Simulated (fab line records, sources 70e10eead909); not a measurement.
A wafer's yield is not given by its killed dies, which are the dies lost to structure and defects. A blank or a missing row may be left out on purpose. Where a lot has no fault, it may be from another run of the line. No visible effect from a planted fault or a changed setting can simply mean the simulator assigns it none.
A struck lot beside a sound one / flow nand_harc / 12 steps out of a route of 1302
Sound: wafers L368.1, L368.4, L368.5. Struck: wafers L358.1, L358.2, L358.3. The cause is named last.
For every step that has rows: the tool of each side, followed by ch and its chambers, followed by its first start. Under that, the readings that differ: sound wafers / struck wafers / difference of the means / sigmas: that difference in standard deviations of wafers without a fault.
alike: readings with means less than 2 such deviations apart, plus words and numbers identical on both sides. not compared: withheld readings, readings lacking a value on some wafer, bounds such as >300 that could conceal the same value, and numbers that have no deviation in the record and whose values overlap.
The two part at a step that has a row with sigmas, a row that says differs or no value, or rows on one side only. When numbers do not overlap yet have no deviation, they are printed without sigmas and do not part them. A reading that every wafer of one side lacks parts them only if that side has two wafers or more.

NHARC_A_CHANNEL_FILL_D1_ETCHBACK_08: etches the open film in C4F8, target depth 220 nm, time 110 s.
  sound on rie_diel-09 ch 0,3; struck on rie_diel-12 ch 1,2,3
  alike: chamber_pressure_mTorr, oes_product_au, rf_vpp_V
  not compared: rf_hours_counter_h
NHARC_A_CHANNEL_FILL_D1_STRIP_29: strips in O2, time 20 s.
  sound on rie_diel-09 ch 0,3; struck on rie_diel-12 ch 1,2,3
  alike: chamber_pressure_mTorr, drypump_motor_current_A, o2_flow_sccm, oes_product_au, rf_vpp_V, showerhead_plenum_p_Torr, throttle_valve_pct
  not compared: rf_hours_counter_h
then, 3 steps without rows for these wafers: NHARC_A_CHANNEL_FILL_D1_PRECLEAN_30 (cleans in dHF, time 30 s); NHARC_A_CHANNEL_FILL_D1_SRD_31; NHARC_A_CHANNEL_FILL_D1_CVD_09 (deposits poly-Si, target thk 150 nm, time 3000 s).
NHARC_A_CHANNEL_FILL_D1_CMP_10: polishes, target thk 150 nm.
  sound on cmp-04 ch 1,2, day 19 08:14; struck on cmp-03 ch 0,2,3, day 15 05:52
  alike: edge_zone_pressure_frac, motor_current_A, time_to_endpoint_s
  not compared: pad_life_wafers
next, for these wafers, 1 step has no rows: NHARC_A_CHANNEL_FILL_D1_SRD_12.
NHARC_A_CHANNEL_FILL_D1_INSPECT_13:
  struck on defect_inspect-02, day 15 06:17; sound on defect_inspect-01, day 19 08:38
  alike: raw_defect_count
NHARC_A_DECK1_JOINT_ETCHBACK_07: etches the open film in HBr, target depth 105 nm, time 26.9 s.
  sound on rie_si-02 ch 1,2,3, day 19 08:44; struck on rie_si-05 ch 1,2,3, day 15 06:22
  alike: chamber_pressure_mTorr, drypump_motor_current_A, he_backside_leak_sccm, oes_product_au, throttle_valve_pct
  not compared: rf_hours_counter_h
then, 1 step without rows for these wafers: NHARC_A_DECK1_JOINT_ETCH_25 (etches SiO2 in dHF, target depth 0.5 nm).
NHARC_A_DECK1_JOINT_ETCH_19: etches poly-Si in TMAH, target depth 3 nm.
  sound on wet_bench-04 ch 1,3,4, day 19 08:53; struck on wet_bench-04 ch 0,3,7, day 15 06:32
  no value came back on the struck wafers for bath_heat_duty_pct (%), temp_c (C); on the sound wafers bath_heat_duty_pct (%) reads 6.9 6.7 6.5
then, 1 step without rows for these wafers: NHARC_A_DECK1_JOINT_ETCH_18 (etches SiO2 in dHF, target depth 3 nm).

## WHERE THEY PART
Within this record, at NHARC_A_DECK1_JOINT_ETCH_19 only.

WHY: whatever the simulator had introduced
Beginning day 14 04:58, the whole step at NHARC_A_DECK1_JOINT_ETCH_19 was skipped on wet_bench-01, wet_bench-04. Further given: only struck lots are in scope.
